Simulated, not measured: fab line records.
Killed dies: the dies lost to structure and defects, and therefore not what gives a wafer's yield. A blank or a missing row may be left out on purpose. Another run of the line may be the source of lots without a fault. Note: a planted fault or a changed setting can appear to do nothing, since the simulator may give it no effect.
2 desks looking at one fault ; flow n5Finfet ; only its own numbers are on each desk; what lay behind them is given at the end

== AT THE TOOL OWNER'S DESK: rieDiel-06 ==
The tool's own readings at N5_BEOL_M10_ETCH_65 (etches SiARC in CF4, target depth 39 nm, time 65 s): means of the sampled wafers that have a number, for each lot that ran on this tool. If a lot's mean is further than 4 standard deviations from the usual mean, the lot is out of limits and carries the mark OUT (the distance appears in the brackets).
Columns: A = drypumpMotorCurrentA at N5_BEOL_M10_ETCH_65, usual 5.5 A; B = etchRfOnTimeS at N5_BEOL_M10_ETCH_65, usual 66.3 s; C = oesProductAu at N5_BEOL_M10_ETCH_65, usual 0.66 a.u.; D = rfFwdPowerW at N5_BEOL_M10_ETCH_65, usual 539.3 W; E = rfVppV at N5_BEOL_M10_ETCH_65, usual 183.6 V; F = showerheadPlenumPTorr at N5_BEOL_M10_ETCH_65, usual 2.12 Torr; G = throttleValvePct at N5_BEOL_M10_ETCH_65, usual 15.70 %
lot;first seen here;A;B;C;D;E;F;G
L368;day 10 19:51;5.4;66.3;0.63;539.6;183.6;2.08;15.75
L369;day 12 04:52;5.8;65.8;0.63;540.8;183.7;2.09;15.77
L371;day 12 13:13;6.1;66.5;0.67;540.9;183.6;2.11;15.72
L372;day 12 14:26;5.2;67.4;0.64;540.3;183.4;2.07;15.73
L376;day 12 23:02;6.1;65.9;0.67;542.0;183.5;2.11;15.74
L379;day 13 21:41;5.6;66.8;0.63;539.3;182.9;2.09;15.77
L380;day 14 00:52;5.6;66.5;0.63;540.4;182.3;2.09;15.78
Result from this desk: across the 7 lots, nothing is out of limits.

== FROM THE METROLOGY DESK ==
What the gauges read for every lot (on any tool): the sampled wafers with a number, averaged. If a lot's mean is further than 4 standard deviations from the usual mean, the lot is out of limits and carries the mark OUT (the distance appears in the brackets).
Columns: A = PASS_OPEN_OVL at N5_PASSIVATION_OVL_MEAS_66, usual 3 nm
lot;first seen here;A
L366;day 12 13:11;1
L368;day 12 22:20;8
L369;day 14 07:01;-2
L371;day 14 14:11;-1
L372;day 15 03:27;0
L376;day 15 05:20;8
L374;day 15 11:47;5
L379;day 15 21:38;3
L380;day 15 21:47;1
L381;day 16 18:19;13
L388;day 18 04:43;-5
L387;day 18 16:56;8
Result from this desk: across the 12 lots, nothing is out of limits.

== PUT TOGETHER ==
Nothing out of limits was seen by the tool owner's desk.
From the metrology desk's view, nothing was out of limits.

== WHAT THE SIMULATOR HAD PUT IN ==
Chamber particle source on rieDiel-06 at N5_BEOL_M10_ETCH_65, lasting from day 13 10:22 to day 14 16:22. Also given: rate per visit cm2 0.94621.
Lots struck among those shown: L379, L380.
